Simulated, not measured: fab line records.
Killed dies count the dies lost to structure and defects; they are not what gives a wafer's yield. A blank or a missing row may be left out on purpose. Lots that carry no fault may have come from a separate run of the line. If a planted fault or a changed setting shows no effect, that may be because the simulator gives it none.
fab line records	flow n5_finfet
record lots=7	wafers=39
route steps=1938 shown FIN_SAQP@102 FIN_CUT@176 SD_EPI_P@321 SD_ACTIVATION@330 MOL_CONTACT_COAG@547 BEOL_M0_SAQP@633 BEOL_M7@1263
start_h: the number of hours between the record's first day and the start of the first shown wafer of the lot	wait_h: hours from the lot's prior step to this one	" the same as in the row above	L1.1+2: a row that stands for several wafers	- either no value or no given start	* or withheld: withheld	< > ~ a bound
route shown NAME@n: a module of which the file shows steps, and the number in the route of the first	usual: mean/standard deviation of fault-free wafers	same: alike in all rows	chamber/n: place in a boat	sites: the reading at each site	_std_site: the standard deviation of these	_edge_site: outer sites' mean less inner sites'	radius_mm: for every site, how far away it sits from the centre of the wafer	mask NAME#n: copy n	behind: the most recent tool/chamber to have shaped the wafer	hold: reason for holding the lot/hours on hold/outcome of the hold	device: the transistor (n, p or np) that didn't switch	end of line: the tests these same wafers got at the end of their route	where a step has no rows: the recipe by itself	killed: not the wafer's yield, but the dies lost to structure and defects at the first sort	map: shows each die of a wafer: x if killed, . if not, _ if none is there
set.NAME: setting as actually run; set.NAME@STEP: the setting as run at that earlier step	model.NAME: the simulator's own value behind a step, which no gauge read
lots where settings were altered on purpose, with a table for each step and a row for each wafer
## steps
# step N5_FIN_SAQP_HM_DEP_72
# recipe material=SiO2	target_thk_a=120	temp_c=400	precursor=SiH4/N2O	pressure_torr=0.75	rf_w=275	time_s=7.2
lot.wafer	tool	chamber	start_h	wait_h	set.target_thk_a	model.SiO2_of_FIN_SAQP_HM_DEP_72.thk_nm
L074.1	pecvd-01	2	22.09	0.0	185.2	18.58
L074.2	"	0	"	"	185.2	18.61
L074.3	"	1	"	"	120	12.27
L074.4	"	1	"	"	185.2	18.97
L074.5	"	2	"	"	120	12.25
L074.6	"	0	"	"	120	12.16
L077.1+5	pecvd-02	0,1	39.13	0.0	120	12.05
L077.2	"	1	"	"	99.19	9.793
L077.3	"	0	"	"	99.19	9.855
L077.4	"	1	"	"	99.19	10.02
L077.6	"	0	"	"	120	11.85
L081.1	pecvd-01	1	63.61	0.0	145.7	15.09
L081.2	"	2	"	"	120	12.32
L081.3	"	0	"	"	145.7	14.84
L081.4	"	1	"	"	145.7	15.33
L081.5	"	2	"	"	120	12.62
L081.6	"	0	"	"	120	12.52
L082.1	pecvd-01	1	69.35	0.0	120	12.36
L082.2	"	0	"	"	53.85	5.553
L082.3	"	2	"	"	120	12.41
L082.4	"	0	"	"	53.85	5.751
L082.5	"	2	"	"	53.85	5.915
L082.6	"	1	"	"	120	12.4
L084.1	pecvd-01	1	83.46	0.0	177.1	17.92
L084.2	"	0	"	"	120	12.1
L084.3	"	2	"	"	120	12.24
L084.4	"	0	"	"	120	12.46
L084.5	"	1	"	"	177.1	18.12
L084.6	"	2	"	"	177.1	18.15
L086.1	pecvd-03	2	94.27	0.0	139.9	13.77
L086.2	"	1	"	"	120	11.79
L086.3	"	0	"	"	120	11.75
L086.4	"	0	"	"	139.9	13.94
L086.5	"	1	"	"	120	11.96
L086.6	"	2	"	"	139.9	14.08
L094.2	pecvd-03	1	141.45	0.0	120	11.67
L094.3	"	0	"	"	120	11.88
L094.6	"	2	"	"	120	11.93
# step N5_FIN_SAQP_COAT_49
# recipe resist=SOC	temp_c=250	time_s=60	spin_rpm=1500	resist_thk_nm=100
# step N5_FIN_SAQP_COAT_50
# recipe resist=SiARC	temp_c=220	time_s=60	spin_rpm=1500	resist_thk_nm=35
# step N5_FIN_SAQP_ETCH_52
# recipe chemistry=N2/H2	target=SOC	target_depth_a=1000	overetch_a=200	mask_material=SiARC	temp_c=40	time_s=150	ion_energy_ev=200	pressure_mtorr=30	source_w=840	bias_w=150	n2_flow_sccm=200	h2_flow_sccm=200	ends=end_point
# step N5_FIN_SAQP_STRIP_53
# recipe chemistry=N2/H2	temp_c=40	n2_flow_sccm=200	h2_flow_sccm=200	rf_frequency_hz=6e+07
# step N5_FIN_SAQP_HM_OPEN_73
# recipe chemistry=CHF3/O2	target=SiO2	stop_on=a-Si	target_depth_a=120	over_etch_frac=1.8	mask_material=SOC	time_s=16.8	pressure_mtorr=30	source_w=650	bias_w=170	Ar_flow_sccm=200	CHF3_flow_sccm=50	O2_flow_sccm=5	ion_energy_ev=200	ends=end_point
lot.wafer	tool	chamber	start_h	wait_h	set.target_thk_a@FIN_SAQP_HM_DEP_72	model.etch.depth_nm
L074.1	rie_diel-06	3	24.38	0.0	185.2	18.58
L074.2	"	1	"	"	185.2	18.61
L074.3	"	2	"	"	120	12.27
L074.4	"	0	"	"	185.2	18.97
L074.5	"	0	"	"	120	12.25
L074.6	"	3	"	"	120	12.16
L077.1+5	rie_diel-04	3,2	40.26	0.0	120	12.05
L077.2	"	2	"	"	99.19	9.793
L077.3	"	1	"	"	99.19	9.855
L077.4	"	0	"	"	99.19	10.02
L077.6	"	1	"	"	120	11.85
L081.1	rie_diel-06	3	64.23	0.0	145.7	15.09
L081.2	"	2	"	"	120	12.32
L081.3	"	0	"	"	145.7	14.84
L081.4	"	3	"	"	145.7	15.33
L081.5	"	2	"	"	120	12.62
L081.6	"	0	"	"	120	12.52
L082.1	rie_diel-04	0	70.12	0.0	120	12.36
L082.2	"	1	"	"	53.85	5.553
L082.3	"	2	"	"	120	12.41
L082.4	"	1	"	"	53.85	5.751
L082.5	"	2	"	"	53.85	5.915
L082.6	"	0	"	"	120	12.4
L084.1	rie_diel-02	0	84.20	0.0	177.1	17.92
L084.2	"	3	"	"	120	12.1
L084.3	"	1	"	"	120	12.24
L084.4	"	2	"	"	120	12.46
L084.5	"	3	"	"	177.1	18.12
L084.6	"	2	"	"	177.1	18.15
L086.1	rie_diel-04	0	94.89	0.0	139.9	13.77
L086.2	"	2	"	"	120	11.79
L086.3	"	1	"	"	120	11.75
L086.4	"	3	"	"	139.9	13.94
L086.5	"	2	"	"	120	11.96
L086.6	"	1	"	"	139.9	14.08
L094.2	rie_diel-04	0	142.07	0.0	120	11.67
L094.3	"	2	"	"	120	11.88
L094.6	"	1	"	"	120	11.93
# step N5_FIN_CUT_CUT_ETCH_15
# recipe chemistry=HBr/Cl2/O2	target=Si	target_depth_a=1000	bt_time_s=10	mask_material=SOC	time_s=42.4	ion_energy_ev=*	bias_w=*	pressure_mtorr=10	icp_w=800	HBr_flow_sccm=150	Cl2_flow_sccm=80	O2_flow_sccm=12
lot.wafer	tool	chamber	start_h	wait_h	set.time_s	model.etch.depth_nm	model.FIN_CUT.feature_depth_nm	model.SOC_of_FIN_CUT_COAT_18.thk_nm
L074.1	rie_si-06	3	30.19	0.1	42.4	99.26	99.2	170.2
L074.2	"	0	"	"	42.4	103.3	103.2	168.6
L074.3	"	2	"	"	42.4	97.16	97.2	171.8
L074.4	"	1	"	"	42.4	97.16	97.2	170
L074.5	"	0	"	"	42.4	103.6	103.6	169
L074.6	"	3	"	"	42.4	97.89	97.8	171.6
L077.1	rie_si-01	0	45.71	0.1	18.58	43.01	43	192
L077.2	"	1	"	"	42.4	100.6	100.6	170.4
L077.3	"	3	"	"	18.58	45	45	190.8
L077.4	"	2	"	"	42.4	102.3	102.2	170.4
L077.5	"	2	"	"	42.4	101.6	101.6	169.4
L077.6	"	3	"	"	18.58	44.87	44.8	191.2
L081.1	rie_si-06	3	71.53	0.1	42.4	99.12	99.2	171.8
L081.2	"	1	"	"	26.25	60.94	61	186
L081.3	"	2	"	"	26.25	60.24	60.2	187
L081.4	"	0	"	"	42.4	101.8	101.8	170.8
L081.5	"	0	"	"	42.4	102.3	102.2	170.4
L081.6	"	1	"	"	26.25	60.91	61	186.8
L082.1	rie_si-04	2	75.36	0.1	23.28	55.42	55.4	188
L082.2	"	3	"	"	42.4	96.91	97	171.2
L082.3	"	0	"	"	23.28	55.22	55.2	187
L082.4	"	1	"	"	23.28	55.58	55.6	187.4
L082.5	"	3	"	"	42.4	96.31	96.4	172.6
L082.6	"	2	"	"	42.4	101.2	101.2	169
L084.1	rie_si-06	2	89.85	0.1	42.4	96.35	96.4	171.8
L084.2	"	1	"	"	42.4	99.03	99	169.6
L084.3	"	0	"	"	42.4	102.1	102.2	168.6
L084.4	"	3	"	"	42.4	98.82	98.8	171
L084.5	"	0	"	"	42.4	102.9	103	168.6
L084.6	"	1	"	"	42.4	98.48	98.4	170.8
L086.1	rie_si-06	2	102.71	0.1	42.4	97.86	97.8	170.2
L086.2	"	3	"	"	42.4	99.94	100	170.4
L086.3	"	0	"	"	63.68	155.3	155.4	148.8
L086.4	"	1	"	"	63.68	150	150	151.2
L086.5	"	1	"	"	42.4	99.14	99.2	169.4
L086.6	"	0	"	"	63.68	154.8	154.8	148.8
L094.2	rie_si-04	3	147.53	0.1	42.4	96.28	96.2	173.6
L094.3	"	2	"	"	42.4	101.1	101	170.8
L094.6	"	3	"	"	42.4	95.02	95	173.6
# step N5_SD_EPI_P_EPI_21
# recipe material=SiGe:B	dopant=B	temp_c=550	pressure_torr=20	ambient=H2	time_s=355
lot.wafer	tool	chamber	start_h	wait_h	set.epi_growth_time_s	model.SiGe-B_of_SD_EPI_P_EPI_21.thk_nm
L074.1	epi_rpcvd-02	0	56.45	0.1	475.1	75
L074.2	"	0	"	"	355	60.8
L074.3	"	0	"	"	475.1	74.2
L074.4	"	0	"	"	355	61.2
L074.5	"	0	"	"	355	61
L074.6	"	0	"	"	475.1	73.6
L077.1	epi_rpcvd-02	0	73.19	0.1	471.6	72.8
L077.2	"	0	"	"	355	59.6
L077.3	"	0	"	"	471.6	72.2
L077.4	"	0	"	"	471.6	72.4
L077.5	"	0	"	"	355	59.4
L077.6	"	0	"	"	355	59.2
L081.1	epi_rpcvd-03	0	98.24	0.1	466.6	73.6
L081.2	"	0	"	"	466.6	73.4
L081.3	"	0	"	"	466.6	73.2
L081.4	"	0	"	"	355	60.4
L081.5	"	0	"	"	355	60.6
L081.6	"	0	"	"	355	61
L082.1	epi_rpcvd-04	0	104.53	0.1	247.7	46.2
L082.2	"	0	"	"	247.7	46
L082.3	"	0	"	"	355	60.2
L082.4	"	0	"	"	355	60.6
L082.5	"	0	"	"	247.7	46.4
L082.6	"	0	"	"	355	60
L084.1+4+6	epi_rpcvd-02	0	122.12	0.2	355	62
L084.2+3+5	"	0	"	"	355	61.6
L086.1	epi_rpcvd-04	0	131.06	0.2	355	60.6
L086.2	"	0	"	"	257.8	47.4
L086.3	"	0	"	"	257.8	47.8
L086.4	"	0	"	"	257.8	48
L086.5	"	0	"	"	355	60.4
L086.6	"	0	"	"	355	60.8
L094.2	epi_rpcvd-03	0	175.30	0.9	355	61.4
L094.3	"	0	"	"	355	61.8
L094.6	"	0	177.86	3.2	355	62.4
# step N5_SD_EPI_P_EPI_MEAS_23
# recipe mode=xrd
# usual thk_nm=60.8/1.1
lot.wafer	tool	chamber	start_h	wait_h	set.epi_growth_time_s@SD_EPI_P_EPI_21	thk_nm
L074.1	film_metro-01	-	58.64	1.8	475.1	76.0
L074.2	"	-	"	"	355	61.0
L074.3	"	-	"	"	475.1	73.3
L074.4	"	-	"	"	355	61.5
L074.5	"	-	"	"	355	61.1
L074.6	"	-	"	"	475.1	74.5
L077.1	film_metro-01	-	75.38	1.8	471.6	73.7
L077.2	"	-	"	"	355	60.8
L077.3	"	-	"	"	471.6	72.4
L077.4	"	-	"	"	471.6	71.6
L077.5	"	-	"	"	355	59.5
L077.6	"	-	"	"	355	59.2
L081.1	film_metro-02	-	100.43	1.8	466.6	73.4
L081.2	"	-	"	"	466.6	74.8
L081.3	"	-	"	"	466.6	73.0
L081.4	"	-	"	"	355	60.4
L081.5	"	-	"	"	355	61.5
L081.6	"	-	"	"	355	62.6
L082.1	film_metro-02	-	106.73	1.8	247.7	47.5
L082.2	"	-	"	"	247.7	46.9
L082.3	"	-	"	"	355	60.0
L082.4	"	-	"	"	355	62.2
L082.5	"	-	"	"	247.7	45.3
L082.6	"	-	"	"	355	59.1
L084.1	film_metro-01	-	125.03	2.4	355	61.2
L084.2	"	-	"	"	355	61.5
L084.3	"	-	"	"	355	60.2
L084.4	"	-	"	"	355	61.7
L084.5	"	-	"	"	355	61.7
L084.6	"	-	"	"	355	63.4
L086.1	film_metro-01	-	133.97	2.4	355	61.1
L086.2	"	-	"	"	257.8	47.9
L086.3	"	-	"	"	257.8	47.1
L086.4	"	-	"	"	257.8	47.9
L086.5	"	-	"	"	355	60.8
L086.6	"	-	"	"	355	59.9
L094.2	film_metro-02	-	178.54	2.6	355	61.0
L094.3	"	-	"	"	355	62.0
L094.6	"	-	"	"	355	62.3
# step N5_SD_EPI_P_HM_STRIP_48
# recipe chemistry=H3PO4	temp_c=160	material=SiNx	target=SiNx	target_depth_a=30	overetch_fraction=0.3
# step N5_SD_EPI_P_SRD_49
# recipe dry=ipa_marangoni	time_s=30	temp_c=23	rinse_liquid=diw
# step N5_SD_ACTIVATION_RTA_00
# recipe temp_c=975	time_s=0	ambient=N2	idle_temp_c=600	ramp_up_c_per_s=150	ramp_down_c_per_s=60	cool_to_c=600
# step N5_SD_ACTIVATION_LSA_01
# recipe temp_c=1080	time_s=0.0008	ambient=N2
# step N5_SD_ACTIVATION_RS_MEAS_03
# recipe thk_meas_gauge=four-point-probe
# usual RS_SD_N=21.9/0.31	RS_SD_P=56.3/0.81
lot.wafer	tool	chamber	start_h	wait_h	set.epi_growth_time_s@SD_EPI_P_EPI_21	RS_SD_N[ohm/sq]	RS_SD_P[ohm/sq]
L074.1	film_metro-02	-	59.25	0.2	475.1	22.2	45.7
L074.2	"	-	"	"	355	21.7	56.3
L074.3	"	-	"	"	475.1	22.0	46.6
L074.4	"	-	"	"	355	22.1	56.4
L074.5	"	-	"	"	355	22.3	56.3
L074.6	"	-	"	"	475.1	22.2	46.3
L077.1	film_metro-01	-	75.99	0.2	471.6	22.0	47.1
L077.2	"	-	"	"	355	22.0	57.3
L077.3	"	-	"	"	471.6	22.1	47.3
L077.4	"	-	"	"	471.6	22.2	47.5
L077.5	"	-	"	"	355	22.2	58.0
L077.6	"	-	"	"	355	22.1	58.0
L081.1	film_metro-01	-	101.04	0.2	466.6	21.6	46.0
L081.2	"	-	"	"	466.6	22.1	46.2
L081.3	"	-	"	"	466.6	21.7	46.4
L081.4	"	-	"	"	355	21.8	55.8
L081.5	"	-	"	"	355	21.5	55.7
L081.6	"	-	"	"	355	21.9	55.5
L082.1	film_metro-01	-	107.35	0.2	247.7	22.0	74.6
L082.2	"	-	"	"	247.7	22.2	74.8
L082.3	"	-	"	"	355	22.3	57.2
L082.4	"	-	"	"	355	22.0	56.9
L082.5	"	-	"	"	247.7	22.0	73.8
L082.6	"	-	"	"	355	22.2	57.4
L084.1	film_metro-02	-	125.68	0.2	355	21.7	55.4
L084.2	"	-	"	"	355	22.0	55.9
L084.3	"	-	"	"	355	21.0	55.6
L084.4	"	-	"	"	355	21.5	55.2
L084.5	"	-	"	"	355	21.8	55.7
L084.6	"	-	"	"	355	21.6	55.7
L086.1	film_metro-02	-	134.60	0.2	355	21.9	56.2
L086.2	"	-	"	"	257.8	22.3	71.8
L086.3	"	-	"	"	257.8	21.7	70.7
L086.4	"	-	"	"	257.8	21.8	70.8
L086.5	"	-	"	"	355	22.2	56.5
L086.6	"	-	"	"	355	21.9	55.7
L094.2	film_metro-02	-	179.34	0.2	355	22.2	55.8
L094.3	"	-	"	"	355	22.2	55.3
L094.6	"	-	"	"	355	22.1	55.0
# step N5_MOL_CONTACT_COAG_SPUTTER_143
# recipe material=Co	target_thk_a=25	temp_c=25	chamber_pressure_pa=0.2
lot.wafer	tool	chamber	start_h	wait_h	set.target_thk_a	model.Co_of_MOL_CONTACT_COAG_SPUTTER_143.thk_nm
L074.1+2+4+5+6	pvd_sputter-01	-	91.74	0.0	25	2.4
L074.3	"	-	"	"	25	2.8
L077.1+2	pvd_sputter-03	-	109.41	0.0	25	2.6
L077.3	"	-	"	"	25	2.4
L077.4	"	-	"	"	36.96	3.4
L077.5+6	"	-	"	"	36.96	3.6
L081.1+2+3+5+6	pvd_sputter-03	-	132.61	0.0	25	2.6
L081.4	"	-	"	"	25	2.4
L082.1	pvd_sputter-01	-	141.82	0.0	16.17	1.6
L082.2	"	-	"	"	25	2.4
L082.3	"	-	"	"	25	2.8
L082.4+5	"	-	"	"	16.17	1.8
L082.6	"	-	"	"	25	2.6
L084.1+5	pvd_sputter-01	-	156.43	0.0	25	2.6
L084.2	"	-	"	"	25	2.4
L084.3+6	"	-	"	"	32.75	3.2
L084.4	"	-	"	"	32.75	3.4
L086.1	pvd_sputter-02	-	166.11	0.0	30.14	3
L086.2+4	"	-	"	"	25	2.6
L086.3+6	"	-	"	"	30.14	3.2
L086.5	"	-	"	"	25	2.8
L094.2+3+6	pvd_sputter-02	-	210.93	0.0	25	2.6
# step N5_BEOL_M0_SAQP_ILD_DEP_01
# recipe material=SiOC	target_thk_a=454.19	temp_c=350	precursor=DEMS/O2	pressure_torr=5	rf_w=500	time_s=8.7
lot.wafer	tool	chamber	start_h	wait_h	set.time_s	model.SiOC_of_BEOL_M0_SAQP_ILD_DEP_01.thk_nm
L074.1+3	pecvd-02	0,2	106.49	0.0	8.7	45.8
L074.2	"	1	"	"	8.7	45.6
L074.4	"	2	"	"	8.7	46.2
L074.5	"	0	"	"	8.7	45.2
L074.6	"	1	"	"	8.7	46
L077.1	pecvd-03	1	131.58	0.0	8.7	45
L077.2	"	2	"	"	8.7	44.8
L077.3	"	0	"	"	5.095	26.2
L077.4+5	"	2,1	"	"	5.095	26.8
L077.6	"	0	"	"	8.7	46
L081.1	pecvd-02	2	145.69	0.0	8.7	45.2
L081.2	"	1	"	"	8.7	44.4
L081.3	"	0	"	"	8.7	44.2
L081.4+5+6	"	0,1,2	"	"	8.7	44.8
L082.1	pecvd-03	1	158.04	0.0	8.7	44.2
L082.2	"	0	"	"	8.7	44.6
L082.3+4+5	"	2,0,2	"	"	8.7	45
L082.6	"	1	"	"	8.7	45.4
L084.1	pecvd-02	0	170.68	0.0	8.7	45.2
L084.2	"	2	"	"	8.7	45.6
L084.3	"	1	"	"	12.82	66.6
L084.4	"	1	"	"	8.7	45.8
L084.5	"	2	"	"	12.82	68
L084.6	"	0	"	"	12.82	67.4
L086.1	pecvd-04	0	179.32	0.0	8.7	43.8
L086.2	"	2	"	"	8.7	43.4
L086.3	"	1	"	"	8.7	45.6
L086.4	"	2	"	"	8.7	44.4
L086.5	"	0	"	"	8.7	44.6
L086.6	"	1	"	"	8.7	46.2
L094.2+3	pecvd-02	2,0	224.38	0.0	8.7	45.4
L094.6	"	2	"	"	8.7	46.8
# step N5_BEOL_M7_ILD_DEP_00
# recipe material=SiCOH_lowk	target_thk_a=1797.5	temp_c=300	precursor=DEMS/porogen	pressure_torr=5	rf_w=500	time_s=33.4
lot.wafer	tool	chamber	start_h	wait_h	set.time_s	model.SiCOH_lowk_of_BEOL_M7_ILD_DEP_00.thk_nm
L074.1	pecvd-02	0	185.92	0.0	33.4	174.4
L074.2	"	1	"	"	15.55	83.2
L074.3	"	2	"	"	15.55	86.2
L074.4	"	0	"	"	15.55	81.2
L074.5	"	2	"	"	33.4	182.8
L074.6	"	1	"	"	33.4	179.6
L077.1	pecvd-04	1	208.74	0.0	33.4	178.4
L077.2	"	0	"	"	33.4	178.2
L077.3	"	2	"	"	21.28	115.8
L077.4	"	1	"	"	33.4	181.2
L077.5	"	0	"	"	21.28	117.6
L077.6	"	2	"	"	21.28	118
L081.1	pecvd-03	0	218.78	0.0	33.4	182.2
L081.2	"	1	"	"	49.66	264.6
L081.3	"	0	"	"	33.4	183.2
L081.4	"	1	"	"	33.4	181.2
L081.5	"	0	"	"	49.66	268.4
L081.6	"	1	"	"	49.66	267.6
L082.1	pecvd-04	1	234.45	0.0	16.75	85.8
L082.2	"	2	"	"	16.75	89.8
L082.3	"	2	"	"	33.4	180.8
L082.4	"	1	"	"	33.4	179.4
L082.5	"	1	"	"	33.4	178
L082.6	"	2	"	"	16.75	90
L084.1	pecvd-02	0	261.47	0.0	42.77	227.4
L084.2	"	2	"	"	33.4	179.4
L084.3	"	1	"	"	42.77	228.4
L084.4	"	1	"	"	33.4	180.6
L084.5	"	2	"	"	33.4	181.6
L084.6	"	0	"	"	42.77	228.6
L086.1	pecvd-03	2	264.03	0.0	33.4	177.6
L086.2	"	0	"	"	14.23	80
L086.3	"	2	"	"	14.23	79.4
L086.4	"	0	"	"	33.4	183.4
L086.5	"	2	"	"	14.23	82.6
L086.6	"	0	"	"	33.4	185
L094.2	pecvd-03	2	317.24	0.0	33.4	180.6
L094.3	"	2	"	"	33.4	184.6
L094.6	"	1	"	"	33.4	183.8
# step N5_BEOL_M7_CURE_74
# recipe temp_c=385	time_s=240	ambient=He/Ar	material=SiCOH_lowk
lot.wafer	tool	chamber	start_h	wait_h	set.time_s@BEOL_M7_ILD_DEP_00	model.SiCOH_lowk_of_BEOL_M7_ILD_DEP_00.thk_nm
L074.1	uv_cure-02	0	186.17	0.2	33.4	150.2
L074.2	"	0	"	"	15.55	71.4
L074.3	"	0	"	"	15.55	74
L074.4	"	0	"	"	15.55	69.6
L074.5	"	0	"	"	33.4	157.6
L074.6	"	0	"	"	33.4	155
L077.1	uv_cure-02	1	208.80	0.0	33.4	153.8
L077.2	"	1	"	"	33.4	153.6
L077.3	"	1	"	"	21.28	99.4
L077.4	"	1	"	"	33.4	156.2
L077.5	"	1	"	"	21.28	101
L077.6	"	1	"	"	21.28	101.4
L081.1	uv_cure-01	0	219.07	0.3	33.4	157.2
L081.2	"	0	"	"	49.66	229.2
L081.3	"	0	"	"	33.4	158
L081.4	"	0	"	"	33.4	156.4
L081.5	"	0	"	"	49.66	232.6
L081.6	"	0	"	"	49.66	232
L082.1	uv_cure-03	1	234.93	0.5	16.75	73.6
L082.2	"	1	"	"	16.75	77
L082.3	"	1	"	"	33.4	155.8
L082.4	"	1	"	"	33.4	154.8
L082.5	"	1	"	"	33.4	153.4
L082.6	"	1	"	"	16.75	77.2
L084.1	uv_cure-01	0	261.76	0.3	42.77	196.6
L084.2	"	0	"	"	33.4	154.6
L084.3+6	"	0	"	"	42.77	197.6
L084.4	"	0	"	"	33.4	155.6
L084.5	"	0	"	"	33.4	156.6
L086.1	uv_cure-01	1	264.31	0.3	33.4	153.2
L086.2	"	1	"	"	14.23	68.6
L086.3	"	1	"	"	14.23	68.2
L086.4	"	1	"	"	33.4	158.2
L086.5	"	1	"	"	14.23	70.8
L086.6	"	1	"	"	33.4	159.6
L094.2	uv_cure-03	2	317.72	0.5	33.4	155.8
L094.3	"	2	"	"	33.4	159.2
L094.6	"	2	"	"	33.4	158.4
# step N5_BEOL_M7_THK_MEAS_01
# recipe reads=SiCOH_lowk_of_BEOL_M7_ILD_DEP_00
# usual M7_ILD_THK=155.7/2.2
lot.wafer	tool	chamber	start_h	wait_h	set.time_s@BEOL_M7_ILD_DEP_00	M7_ILD_THK[nm]
L074.1	film_metro-02	-	186.68	0.4	33.4	150.2
L074.2	"	-	"	"	15.55	71.4
L074.3	"	-	"	"	15.55	74.0
L074.4	"	-	"	"	15.55	69.6
L074.5	"	-	"	"	33.4	157.7
L074.6	"	-	"	"	33.4	154.9
L077.1	film_metro-01	-	209.32	0.4	33.4	154.1
L077.2	"	-	"	"	33.4	153.8
L077.3	"	-	"	"	21.28	99.5
L077.4	"	-	"	"	33.4	156.1
L077.5	"	-	"	"	21.28	100.9
L077.6	"	-	"	"	21.28	101.4
L081.1	film_metro-01	-	219.59	0.4	33.4	157.1
L081.2	"	-	"	"	49.66	229.1
L081.3	"	-	"	"	33.4	158.1
L081.4	"	-	"	"	33.4	156.3
L081.5	"	-	"	"	49.66	232.5
L081.6	"	-	"	"	49.66	232.2
L082.1	film_metro-02	-	235.44	0.4	16.75	73.5
L082.2	"	-	"	"	16.75	77.1
L082.3	"	-	"	"	33.4	155.9
L082.4	"	-	"	"	33.4	154.8
L082.5	"	-	"	"	33.4	153.6
L082.6	"	-	"	"	16.75	77.3
L084.1	film_metro-01	-	262.27	0.4	42.77	196.6
L084.2	"	-	"	"	33.4	154.7
L084.3	"	-	"	"	42.77	197.4
L084.4	"	-	"	"	33.4	155.5
L084.5	"	-	"	"	33.4	156.5
L084.6	"	-	"	"	42.77	197.7
L086.1	film_metro-01	-	264.83	0.4	33.4	153.2
L086.2	"	-	"	"	14.23	68.5
L086.3	"	-	"	"	14.23	68.1
L086.4	"	-	"	"	33.4	158.3
L086.5	"	-	"	"	14.23	70.8
L086.6	"	-	"	"	33.4	159.5
L094.2	film_metro-01	-	318.55	0.7	33.4	155.7
L094.3	"	-	"	"	33.4	159.3
L094.6	"	-	"	"	33.4	158.5
## key
split step=N5_FIN_SAQP_HM_DEP_72	setting=target_thk_a	stated=120	by=wafer
response step=N5_FIN_SAQP_HM_DEP_72	reading=model.SiO2_of_FIN_SAQP_HM_DEP_72.thk_nm	change=+0.121	per=1%	r=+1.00
response step=N5_FIN_SAQP_HM_OPEN_73	reading=model.etch.depth_nm	change=+0.121	per=1%	r=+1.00
split step=N5_FIN_CUT_CUT_ETCH_15	setting=time_s	stated=42.4	by=wafer
response step=N5_FIN_CUT_CUT_ETCH_15	reading=model.etch.depth_nm	change=+1.03	per=1%	r=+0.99
response step=N5_FIN_CUT_CUT_ETCH_15	reading=model.FIN_CUT.feature_depth_nm	change=+1.03	per=1%	r=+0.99
response step=N5_FIN_CUT_CUT_ETCH_15	reading=model.SOC_of_FIN_CUT_COAT_18.thk_nm	change=-0.388	per=1%	r=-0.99
split step=N5_SD_EPI_P_EPI_21	setting=epi_growth_time_s	stated=355	by=wafer
response step=N5_SD_EPI_P_EPI_21	reading=model.SiGe-B_of_SD_EPI_P_EPI_21.thk_nm	change=+0.422	per=1%	r=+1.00
response step=N5_SD_EPI_P_EPI_MEAS_23	reading=thk_nm	change=*	per=1%	r=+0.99
response step=N5_SD_ACTIVATION_RS_MEAS_03	reading=RS_SD_P	change=-0.393	per=1%	r=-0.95
split step=N5_MOL_CONTACT_COAG_SPUTTER_143	setting=target_thk_a	stated=25	by=wafer
response step=N5_MOL_CONTACT_COAG_SPUTTER_143	reading=model.Co_of_MOL_CONTACT_COAG_SPUTTER_143.thk_nm	change=+0.0225	per=1%	r=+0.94
split step=N5_BEOL_M0_SAQP_ILD_DEP_01	setting=time_s	stated=8.7	by=wafer
response step=N5_BEOL_M0_SAQP_ILD_DEP_01	reading=model.SiOC_of_BEOL_M0_SAQP_ILD_DEP_01.thk_nm	change=+0.456	per=1%	r=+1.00
split step=N5_BEOL_M7_ILD_DEP_00	setting=time_s	stated=33.4	by=wafer
response step=N5_BEOL_M7_ILD_DEP_00	reading=model.SiCOH_lowk_of_BEOL_M7_ILD_DEP_00.thk_nm	change=+1.77	per=1%	r=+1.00
response step=N5_BEOL_M7_CURE_74	reading=model.SiCOH_lowk_of_BEOL_M7_ILD_DEP_00.thk_nm	change=+1.53	per=1%	r=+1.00
response step=N5_BEOL_M7_THK_MEAS_01	reading=M7_ILD_THK	change=+1.53	per=1%	r=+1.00
